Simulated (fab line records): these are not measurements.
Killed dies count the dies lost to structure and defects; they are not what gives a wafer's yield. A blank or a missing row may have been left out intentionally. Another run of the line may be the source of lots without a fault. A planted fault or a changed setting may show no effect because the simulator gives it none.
Matching of chambers | flow nand_harc | NHARC_A_STAIRCASE_ALD_420 on ald_hk-01: 4 sister chambers
The step deposits SiO2, target thk 20 nm, pulse time 6 s, ald cycles 200. 4 wafers are shown with their chamber, then 7 later ones without.

== WAFERS PAIRED WITH THEIR CHAMBERS ==
wafer  | chamber | heater_power_w (W)
L087.6 | 0       | 491
L088.5 | 1       | 418
L093.1 | 3       | 441
L093.2 | 2       | 514

== WAFERS MISSING THEIR CHAMBER ==
wafer  | heater_power_w (W)
L093.4 | 484
L095.3 | 485
L095.5 | 439
L095.6 | 514
L096.4 | 501
L096.5 | 529
L096.6 | 433

== EACH ONE'S CHAMBER ==
wafer  | from the rows above     | in truth
L093.4 | 0                       | 0
L095.3 | 0                       | 0
L095.5 | 3                       | 3
L095.6 | 2                       | 2
L096.4 | can't be placed: 0 or 2 | 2
L096.5 | 2                       | 2
L096.6 | can't be placed: 3 or 1 | 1
5 of 7 placed correctly. From these rows, 2 cannot be placed; in 2 the true chamber is one of the candidates. Placed wrongly: 0.
How it was worked out, from the rows above alone: a wafer's distance from a chamber is the root of the sum, over the readings, of the square of ((its reading less the chamber's mean) divided by the reading's scatter). If the next closest chamber is less than 2 further off than the closest, the wafer can't be placed; otherwise it belongs to the closest. Each chamber's mean is taken over the wafers shown for it. The scatter (one wafer shown for each chamber): square how far every hidden wafer sits from the nearest shown wafer, average those squares and take the square root.
